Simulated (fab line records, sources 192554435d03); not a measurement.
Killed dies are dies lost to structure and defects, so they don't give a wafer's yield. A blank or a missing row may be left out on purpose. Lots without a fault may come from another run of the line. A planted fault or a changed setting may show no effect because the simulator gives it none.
fab line records | flow n5_finfet | part 1 of 2: steps 1 to 3 of 6
record lots=24 wafers=72 last_day=18
route steps=1938 shown BEOL_M3@955
lots that met no fault: from a run of the same line without faults
start_h: hours from the record's first day to the start of the lot's first wafer shown | wait_h: hours since the lot's step before | " the same as in the row above | L1.1+2: a row that stands for several wafers | - no value, or no start given | * or withheld: withheld | < > ~ a bound
route shown NAME@n: a module of which the file shows steps, and the number in the route of the first | usual: mean/standard deviation of fault-free wafers | same: alike in all rows | chamber/n: place in a boat | sites: the reading at each site | _std_site: their standard deviation | _edge_site: outer sites' mean less inner sites' | radius_mm: how far each site lies from the wafer's centre | mask NAME#n: copy n | behind: the tool/chamber that last shaped the wafer | hold: why the lot was held/for how many hours/how that ended | device: the transistor (n, p or np) that didn't switch | end of line: the same wafers' tests at the end of the route | a step without rows: its recipe alone | killed: dies lost to structure and defects at the first sort, not the wafer's yield | map: a wafer's dies, x killed, . not, _ none there
set.NAME: the setting as run; set.NAME@STEP: as run at that earlier step | model.NAME: the simulator's own value behind a step, which no gauge read
steps of the route over a sample of lots; a table a step, a row a wafer
services: from which hour (start_h, from the record's first day; less than 0 if before it) a tool's chamber was out of use, for how many hours, and why
## steps
# step N5_BEOL_M3_STRIP_19
# recipe chemistry=O2 power_w=400 temp_c=40 pressure_mtorr=30 rf_frequency_hz=6e+07 bias_power_w=0 overash_fraction=0.2 o2_flow_sccm=225
# usual drypump_motor_current_A=5.7/0.41 oes_product_au=0.78/0.093 rf_vpp_V=3.6/0.49 showerhead_plenum_p_Torr=2.11/0.06 throttle_valve_pct=16.66/0.23
# columns lot.wafer tool chamber start_h wait_h drypump_motor_current_A oes_product_au rf_hours_counter_h rf_vpp_V showerhead_plenum_p_Torr throttle_valve_pct
L074.4 rie_diel-06 0 144.89 0.1 5.9 0.69 240 3.1 2.08 16.87
L074.5 " 2 " " 5.2 0.73 - 3.7 2.17 16.87
L074.6 " 1 " " 5.5 0.68 - 3.6 2.08 16.71
L075.1 rie_diel-06 2 149.73 0.2 5.2 0.74 180 4.6 2.17 16.88
L075.2 " 1 " " 5.4 0.67 229 3.3 2.08 16.72
L075.6 " 1 " " 5.5 0.67 - 3.9 2.08 16.70
L076.3 rie_diel-01 1 149.92 0.1 6.4 0.90 27 3.6 2.05 16.43
L076.4 " 0 " " 5.4 0.81 77 3.6 2.14 16.97
L076.5 " 2 " " 5.6 0.72 - 3.8 2.07 16.36
L077.2 rie_diel-01 1 158.48 0.1 6.4 0.89 29 3.5 2.05 16.47
L077.3 " 3 " " 5.9 0.84 98 3.6 2.22 16.65
L077.6 " 0 " " 5.4 0.80 - 3.3 2.14 16.98
L078.1 rie_diel-02 2 173.75 0.1 5.8 0.72 187 3.4 2.17 16.83
L078.3 " 1 " " 5.2 0.77 158 3.0 2.01 16.39
L078.6 " 1 " " 5.2 0.77 - 2.7 2.01 16.41
L079.3 rie_diel-02 1 181.04 1.0 5.2 0.76 161 4.2 2.01 16.42
L079.4 " 3 " " 6.4 0.67 224 4.1 2.08 16.82
L079.6 " 2 " " 5.8 0.71 - 3.6 2.17 16.84
L080.1 rie_diel-01 1 186.55 0.1 6.4 0.89 34 3.6 2.05 16.46
L080.4 " 3 " " 5.9 0.83 102 3.6 2.22 16.65
L080.5 " 3 " " 5.9 0.83 - 3.5 2.22 16.65
L081.1 rie_diel-06 2 194.83 0.1 5.2 0.71 196 4.3 2.16 16.89
L081.3 " 1 " " 5.5 0.66 247 3.7 2.07 16.75
L081.5 " 3 " " 5.5 0.88 - 4.7 2.13 16.41
L082.1 rie_diel-06 2 202.25 0.2 5.2 0.71 198 3.7 2.16 16.88
L082.2 " 3 " " 5.5 0.88 43 3.8 2.13 16.39
L082.3 " 1 " " 5.5 0.66 249 2.4 2.07 16.76
L083.2 rie_diel-06 0 202.35 0.1 5.9 0.99 1 4.0 2.08 16.50
L083.3 " 2 " " 5.2 0.71 198 5.0 2.16 16.90
L083.5 " 2 " " 5.2 0.70 - 3.5 2.16 16.89
L084.1 rie_diel-01 1 212.25 0.3 6.4 0.87 43 2.8 2.05 16.48
L084.3 " 2 " " 5.6 0.71 190 3.7 2.06 16.38
L084.6 " 1 " " 6.4 0.87 - 3.6 2.05 16.48
L085.3 rie_diel-06 2 217.82 0.1 5.2 0.71 204 3.2 2.16 16.90
L085.4 " 3 " " 5.5 0.87 - 3.9 2.13 16.39
L085.6 " 2 " " 5.2 0.71 - 3.6 2.16 16.91
L086.1 rie_diel-06 0 220.44 0.1 5.9 0.94 8 3.7 2.07 16.50
L086.4 " 2 " " 5.2 0.71 - 3.5 2.16 16.90
L086.5 " 0 " " 5.9 0.94 - 3.4 2.07 16.52
L087.2 rie_diel-06 1 230.65 0.1 5.5 0.98 1 4.0 2.07 16.30
L087.5 " 2 " " 5.2 0.71 - 3.8 2.16 16.90
L087.6 " 1 " " 5.5 0.99 - 3.2 2.07 16.30
L088.3 rie_diel-02 2 230.93 0.1 5.8 0.71 207 3.7 2.17 16.85
L088.4 " 1 " " 5.2 0.75 - 3.1 2.01 16.45
L088.6 " 3 " " 6.4 0.66 - 3.9 2.07 16.84
L089.3 rie_diel-01 2 240.66 0.1 5.6 0.70 199 2.5 2.06 16.39
L089.4 " 3 " " 5.9 0.81 119 3.5 2.21 16.67
L089.6 " 0 " " 5.4 0.78 - 4.1 2.13 17.02
L090.2 rie_diel-02 1 245.12 0.1 5.2 0.73 183 3.3 2.01 16.46
L090.4 " 1 " " 5.2 0.74 - 3.4 2.01 16.46
L090.6 " 2 " " 5.8 0.69 - 3.3 2.17 16.87
L091.1 rie_diel-02 2 248.03 0.2 5.8 0.69 214 3.4 2.16 16.88
L091.3 " 3 " " 6.4 0.65 248 3.6 2.07 16.86
L091.6 " 2 " " 5.8 0.70 - 4.5 2.17 16.87
L093.1 rie_diel-01 3 249.19 0.1 5.9 0.81 121 4.6 2.21 16.68
L093.2 " 2 " " 5.6 0.71 202 4.0 2.06 16.41
L093.5 " 1 " " 6.4 0.85 - 3.7 2.04 16.50
L092.2 rie_diel-06 1 250.59 0.1 5.5 0.95 7 3.8 2.07 16.32
L092.4 " 0 " " 5.8 0.93 17 3.5 2.07 16.54
L092.6 " 2 " " 5.2 0.70 - 4.5 2.16 16.94
L094.1 rie_diel-02 2 278.55 0.1 5.8 0.69 225 3.3 2.16 16.89
L094.2 " 1 " " 5.2 0.73 195 4.0 2.00 16.46
L094.6 " 2 " " 5.8 0.69 - 3.3 2.16 16.90
L095.1 rie_diel-01 2 283.40 0.1 5.6 0.69 212 3.2 2.06 16.40
L095.3 " 3 " " 5.9 0.79 132 3.8 2.21 16.71
L095.5 " 2 " " 5.6 0.70 - 3.3 2.06 16.41
L097.2 rie_diel-01 1 287.34 0.1 6.5 0.84 66 4.4 2.04 16.52
L097.4 " 0 " " 5.4 0.76 115 4.2 2.12 17.05
L097.6 " 2 " " 5.6 0.70 - 4.0 2.05 16.43
L096.1 rie_diel-06 2 289.40 0.1 5.2 0.69 229 4.1 2.15 16.97
L096.2 " 0 " " 5.9 0.89 30 3.4 2.07 16.56
L096.3 " 3 " " 5.5 0.83 73 4.1 2.12 16.43
# step N5_BEOL_M3_ETCH_77
# recipe chemistry=N2/H2 target=underlayer target_depth_a=65 mask_material=CAR-EUV time_s=5.2 ion_energy_ev=200 pressure_mtorr=30 source_w=840 bias_w=150 n2_flow_sccm=200 h2_flow_sccm=200 ends=cleared
# usual drypump_motor_current_A=5.7/0.43 etch_rf_on_time_s=5.21/0.14 h2_flow_sccm=200.0/0.6 oes_product_au=0.66/0.078 rf_vpp_V=524.0/2.5 showerhead_plenum_p_Torr=2.54/0.08 throttle_valve_pct=17.83/0.21
# columns lot.wafer tool chamber start_h wait_h drypump_motor_current_A etch_rf_on_time_s h2_flow_sccm oes_product_au rf_hours_counter_h rf_vpp_V showerhead_plenum_p_Torr throttle_valve_pct
L074.4 rie_diel-01 3 146.02 0.0 5.9 5.18 199.8 0.72 95 528.8 2.65 17.62
L074.5 " 1 " " 6.4 5.25 200.4 0.77 - 521.7 2.48 17.61
L074.6 " 0 " " 5.4 5.09 199.3 0.70 - 523.4 2.55 17.92
L075.1 rie_diel-01 0 150.28 0.0 5.4 5.07 200.3 0.69 78 524.8 2.55 17.91
L075.2 " 2 " " 5.6 5.14 199.7 0.62 175 522.4 2.55 17.84
L075.6 " 1 " " 6.5 5.20 199.0 0.76 - 523.5 2.48 17.59
L076.3 rie_diel-02 0 150.51 0.0 5.9 5.04 200.5 0.61 223 521.2 2.39 18.21
L076.4 " 3 " " 6.4 5.37 199.7 0.57 213 522.6 2.50 17.85
L076.5 " 2 " " 5.8 5.20 200.9 0.62 - 525.8 2.65 18.06
L077.2 rie_diel-02 2 159.15 0.0 5.8 5.28 200.4 0.62 183 526.1 2.65 18.07
L077.3 " 3 " " 6.4 5.49 200.7 0.56 216 523.8 2.50 17.84
L077.6 " 0 " " 5.9 5.11 200.6 0.59 - 519.6 2.39 18.24
L078.1 rie_diel-06 0 174.42 0.0 5.9 5.22 200.3 0.59 250 522.8 2.49 18.03
L078.3 " 3 " " 5.5 5.02 200.2 0.77 31 526.4 2.57 17.50
L078.6 " 0 " " 5.9 5.17 201.0 0.59 - 524.1 2.49 18.02
L079.3 rie_diel-06 3 181.87 0.0 5.5 5.02 199.1 0.77 35 526.3 2.57 17.51
L079.4 " 1 " " 5.5 5.15 200.1 0.56 - 521.9 2.52 17.92
L079.6 " 2 " " 5.2 5.17 200.0 0.60 - 527.2 2.64 18.17
L080.1 rie_diel-02 1 187.12 0.0 5.2 5.17 200.5 0.65 163 522.9 2.44 17.63
L080.4 " 3 " " 6.4 5.51 200.2 0.56 226 521.1 2.49 17.87
L080.5 " 1 " " 5.2 5.19 200.7 0.66 - 522.4 2.44 17.66
L081.1 rie_diel-06 1 195.51 0.0 5.5 5.17 199.5 0.55 247 522.8 2.52 17.91
L081.3 " 2 " " 5.2 5.14 200.0 0.60 196 526.5 2.64 18.16
L081.5 " 3 " " 5.5 5.02 200.2 0.75 - 521.6 2.57 17.51
L082.1 rie_diel-01 1 203.04 0.0 6.4 5.17 200.9 0.76 39 521.0 2.48 17.61
L082.2 " 0 " " 5.4 5.15 200.9 0.68 89 523.9 2.55 17.96
L082.3 " 2 " " 5.6 5.17 200.6 0.61 187 523.5 2.54 17.84
L083.2 rie_diel-02 2 203.08 0.0 5.8 5.25 200.6 0.60 198 523.1 2.64 18.12
L083.3 " 0 " " 6.0 5.07 201.0 0.59 241 521.1 2.39 18.27
L083.5 " 0 " " 6.0 5.10 199.9 0.58 - 521.9 2.39 18.26
L084.1 rie_diel-01 2 212.80 0.0 5.6 5.14 198.4 0.62 191 524.1 2.54 17.86
L084.3 " 0 " " 5.4 5.06 199.9 0.67 93 522.9 2.55 17.95
L084.6 " 0 " " 5.4 5.09 199.2 0.68 - 523.7 2.55 17.94
L085.3 rie_diel-06 2 218.36 0.0 5.2 5.22 201.4 0.60 204 525.9 2.64 18.16
L085.4 " 3 " " 5.5 4.96 200.0 0.75 - 524.2 2.56 17.58
L085.6 " 2 " " 5.2 5.20 200.1 0.61 - 529.2 2.64 18.16
L086.1 rie_diel-01 2 220.98 0.0 5.6 5.14 200.2 0.62 193 522.7 2.54 17.86
L086.4 " 0 " " 5.3 5.14 198.9 0.68 95 525.4 2.55 17.94
L086.5 " 0 " " 5.4 5.10 199.7 0.67 - 524.6 2.55 17.92
L087.2 rie_diel-01 1 231.19 0.0 6.5 5.30 200.4 0.74 48 521.7 2.48 17.64
L087.5 " 2 " " 5.6 5.18 200.2 0.61 - 521.9 2.54 17.86
L087.6 " 3 " " 5.9 5.20 199.8 0.69 - 527.5 2.64 17.63
L088.3 rie_diel-01 3 231.47 0.0 5.9 5.16 200.5 0.69 115 528.9 2.64 17.63
L088.4 " 1 " " 6.5 5.30 199.7 0.72 48 522.5 2.48 17.61
L088.6 " 0 " " 5.4 5.10 200.1 0.68 - 524.3 2.55 17.93
L089.3 rie_diel-06 3 241.21 0.0 5.5 4.94 201.1 0.74 56 525.9 2.56 17.55
L089.4 " 0 " " 5.9 5.02 200.1 0.80 14 523.6 2.48 17.70
L089.6 " 0 " " 5.9 5.04 199.8 0.79 - 521.2 2.48 17.70
L090.2 rie_diel-01 3 245.67 0.0 5.9 5.28 199.8 0.68 120 527.6 2.64 17.65
L090.4 " 0 " " 5.4 5.15 200.7 0.67 103 524.4 2.54 17.97
L090.6 " 1 " " 6.4 5.36 199.8 0.73 - 522.8 2.47 17.64
L091.1 rie_diel-02 1 248.75 0.0 5.1 5.22 199.5 0.62 185 519.7 2.43 17.66
L091.3 " 2 " " 5.8 5.35 199.2 0.60 215 527.6 2.63 18.11
L091.6 " 3 " " 6.4 5.52 200.6 0.55 - 524.2 2.48 17.90
L093.1 rie_diel-02 2 249.86 0.0 5.8 5.25 200.1 0.61 215 524.9 2.63 18.10
L093.2 " 1 " " 5.2 5.18 200.1 0.62 185 521.2 2.43 17.65
L093.5 " 3 " " 6.4 5.48 200.2 0.55 - 522.1 2.48 17.90
L092.2 rie_diel-02 2 251.26 0.0 5.8 5.27 200.6 0.60 215 526.0 2.63 18.10
L092.4 " 3 " " 6.4 5.54 199.7 0.54 - 522.4 2.48 17.90
L092.6 " 1 " " 5.2 5.26 200.0 0.63 - 521.2 2.43 17.68
L094.1 rie_diel-01 1 279.26 0.0 6.4 5.33 201.3 0.72 63 521.0 2.47 17.67
L094.2 " 3 " " 5.9 5.28 199.6 0.68 130 526.0 2.63 17.68
L094.6 " 3 " " 5.9 5.26 199.1 0.67 - 527.2 2.63 17.66
L095.1 rie_diel-02 2 284.08 0.0 5.8 5.35 199.1 0.59 228 525.5 2.63 18.12
L095.3 " 0 " " 5.9 4.97 199.5 0.81 13 529.4 2.70 17.90
L095.5 " 0 " " 5.9 5.00 200.1 0.82 - 527.7 2.70 17.94
L097.2 rie_diel-02 0 287.88 0.0 5.9 4.99 200.8 0.80 14 530.1 2.70 17.92
L097.4 " 2 " " 5.8 5.36 199.9 0.59 229 524.4 2.63 18.14
L097.6 " 0 " " 5.9 5.04 200.4 0.81 - 526.8 2.70 17.92
L096.1 rie_diel-02 0 290.07 0.0 5.9 4.98 199.4 0.80 14 529.2 2.70 17.93
L096.2 " 3 " " 6.4 5.49 199.7 0.81 1 522.9 2.48 17.50
L096.3 " 1 " " 5.2 5.27 200.2 0.62 200 519.6 2.43 17.69
# step N5_BEOL_M3_TRENCH_ETCH_37
# recipe chemistry=C4F6/O2 target_depth_a=555.55 target=SiOC time_s=29.2 ion_energy_ev=250 pressure_mtorr=30 source_w=355 bias_w=185 Ar_flow_sccm=300 C4F6_flow_sccm=10 O2_flow_sccm=10
# usual drypump_motor_current_A=5.7/0.4 mfc_ar_sccm=300.0/0.92 oes_ar_750_au=0.78/0.093 oes_product_au=0.78/0.096 rf_vpp_V=663/9.3 showerhead_plenum_p_Torr=2.85/0.084 throttle_valve_pct=20.86/0.26
# columns lot.wafer tool chamber start_h wait_h drypump_motor_current_A mfc_ar_sccm oes_ar_750_au oes_product_au rf_hours_counter_h rf_vpp_V showerhead_plenum_p_Torr throttle_valve_pct
L074.4 rie_diel-06 2 - - 5.2 299.4 0.73 0.73 180 668 2.97 21.19
L074.5 " 0 " " 5.9 299.4 0.71 0.69 - 655 2.80 20.89
L074.6 " 1 " " 5.5 299.3 0.69 0.68 - 672 2.82 20.82
L075.1 rie_diel-02 0 - - 5.9 299.2 0.71 0.70 223 666 2.72 21.46
L075.2 " 3 " " 6.4 299.2 0.67 0.67 213 648 2.81 20.88
L075.6 " 3 " " 6.4 301.1 0.67 0.68 - 647 2.81 20.89
L076.3 rie_diel-02 3 - - 6.4 301.0 0.68 0.67 215 649 2.81 20.89
L076.4 " 0 " " 5.9 300.1 0.71 0.70 225 668 2.72 21.45
L076.5 " 2 " " 5.8 300.6 0.74 0.72 - 657 2.92 20.83
L077.2 rie_diel-06 3 - - 5.5 300.8 0.91 0.91 29 665 2.90 20.61
L077.3 " 1 " " 5.5 301.6 0.68 0.67 235 673 2.82 20.82
L077.6 " 3 " " 5.5 301.6 0.90 0.90 - 663 2.90 20.60
L078.1 rie_diel-02 0 - - 5.9 300.1 0.71 0.69 232 667 2.71 21.46
L078.3 " 2 " " 5.8 299.1 0.73 0.71 189 657 2.92 20.84
L078.6 " 0 " " 5.9 301.0 0.70 0.70 - 666 2.72 21.47
L079.3 rie_diel-02 2 - - 5.8 300.2 0.72 0.71 194 656 2.92 20.85
L079.4 " 0 " " 5.9 299.9 0.70 0.69 236 669 2.71 21.45
L079.6 " 0 " " 5.9 300.2 0.70 0.69 - 667 2.71 21.47
L080.1 rie_diel-01 2 - - 5.6 300.6 0.72 0.72 185 660 2.84 20.66
L080.4 " 3 " " 5.9 299.7 0.82 0.82 106 660 2.97 20.71
L080.5 " 3 " " 5.9 299.8 0.83 0.82 - 659 2.97 20.72
L081.1 rie_diel-06 1 - - 5.5 299.5 0.67 0.66 248 674 2.81 20.82
L081.3 " 3 " " 5.5 299.8 0.88 0.87 41 664 2.89 20.62
L081.5 " 1 " " 5.5 300.9 0.67 0.66 - 673 2.81 20.83
L082.1 rie_diel-01 1 - - 6.5 298.2 0.87 0.87 39 674 2.80 20.76
L082.2 " 0 " " 5.4 300.3 0.79 0.79 89 671 2.87 21.12
L082.3 " 2 " " 5.6 300.5 0.73 0.72 188 661 2.84 20.68
L083.2 rie_diel-06 1 - - 5.5 300.1 0.67 0.66 250 674 2.81 20.83
L083.3 " 0 " " 5.9 298.5 0.98 0.97 1 655 2.79 20.62
L083.5 " 1 " " 5.5 300.2 0.67 0.66 - 674 2.81 20.85
L084.1 rie_diel-01 0 - - 5.4 299.9 0.79 0.80 93 668 2.87 21.13
L084.3 " 2 " " 5.6 298.9 0.73 0.72 191 658 2.84 20.67
L084.6 " 1 " " 6.5 300.1 0.86 0.87 - 672 2.80 20.79
L085.3 rie_diel-01 0 - - 5.4 298.6 0.78 0.78 95 670 2.87 21.13
L085.4 " 2 " " 5.6 299.5 0.73 0.71 193 659 2.84 20.70
L085.6 " 1 " " 6.5 301.0 0.86 0.86 - 673 2.80 20.80
L086.1 rie_diel-01 3 - - 5.9 298.8 0.81 0.81 115 659 2.96 20.73
L086.4 " 1 " " 6.5 298.9 0.86 0.86 47 674 2.80 20.77
L086.5 " 1 " " 6.4 300.8 0.86 0.86 - 672 2.80 20.79
L087.2 rie_diel-06 3 - - 5.5 298.7 0.86 0.86 54 664 2.89 20.65
L087.5 " 2 " " 5.2 299.3 0.70 0.70 - 668 2.95 21.23
L087.6 " 1 " " 5.5 300.8 0.99 0.98 - 673 2.81 20.48
L088.3 rie_diel-02 2 - - 5.8 301.6 0.72 0.71 209 657 2.91 20.87
L088.4 " 1 " " 5.2 300.6 0.75 0.74 - 646 2.72 20.53
L088.6 " 3 " " 6.4 300.4 0.66 0.65 - 649 2.80 20.90
L089.3 rie_diel-01 0 - - 5.4 301.7 0.78 0.77 104 669 2.87 21.17
L089.4 " 2 " " 5.6 298.3 0.72 0.71 202 661 2.83 20.70
L089.6 " 0 " " 5.4 300.4 0.78 0.77 - 668 2.87 21.13
L090.2 rie_diel-02 0 - - 5.9 299.7 0.99 1.00 1 678 3.05 21.18
L090.4 " 1 " " 5.2 300.4 0.75 0.73 186 645 2.72 20.55
L090.6 " 3 " " 6.4 299.4 0.65 0.64 - 648 2.79 20.92
L091.1 rie_diel-02 2 - - 5.8 299.1 0.71 0.69 218 656 2.90 20.86
L091.3 " 0 " " 5.9 299.7 0.97 0.98 2 678 3.05 21.19
L091.6 " 1 " " 5.2 300.0 0.74 0.72 - 646 2.72 20.55
L093.1 rie_diel-01 0 - - 5.4 299.7 0.78 0.77 106 669 2.87 21.16
L093.2 " 2 " " 5.6 300.5 0.72 0.71 205 658 2.83 20.69
L093.5 " 3 " " 5.9 300.3 0.80 0.80 - 659 2.96 20.75
L092.2 rie_diel-02 1 - - 5.2 299.1 0.74 0.73 189 645 2.72 20.55
L092.4 " 2 " " 5.8 298.9 0.71 0.70 - 657 2.90 20.89
L092.6 " 0 " " 5.9 298.0 0.98 0.98 - 678 3.05 21.19
L094.1 rie_diel-06 0 - - 5.9 300.4 0.89 0.89 31 656 2.78 20.65
L094.2 " 3 " " 5.5 299.0 0.83 0.83 74 664 2.88 20.69
L094.6 " 1 " " 5.5 297.7 0.94 0.94 - 672 2.80 20.50
L095.1 rie_diel-06 2 - - 5.2 299.9 0.69 0.68 230 668 2.94 21.25
L095.3 " 3 " " 5.5 300.3 0.84 0.83 75 663 2.88 20.68
L095.5 " 2 " " 5.2 300.0 0.69 0.69 - 668 2.94 21.25
L096.1 rie_diel-01 2 - - 5.6 299.6 0.71 0.69 216 660 2.83 20.71
L096.2 " 1 " " 6.5 300.0 0.83 0.83 68 671 2.79 20.82
L096.3 " 3 " " 5.9 299.7 0.79 0.78 135 658 2.95 20.74
L097.2 rie_diel-06 3 - - 5.5 299.7 0.84 0.83 75 663 2.88 20.68
L097.4 " 0 " " 5.9 299.4 0.89 0.88 33 655 2.78 20.66
L097.6 " 1 " " 5.5 300.6 0.94 0.94 - 674 2.80 20.53
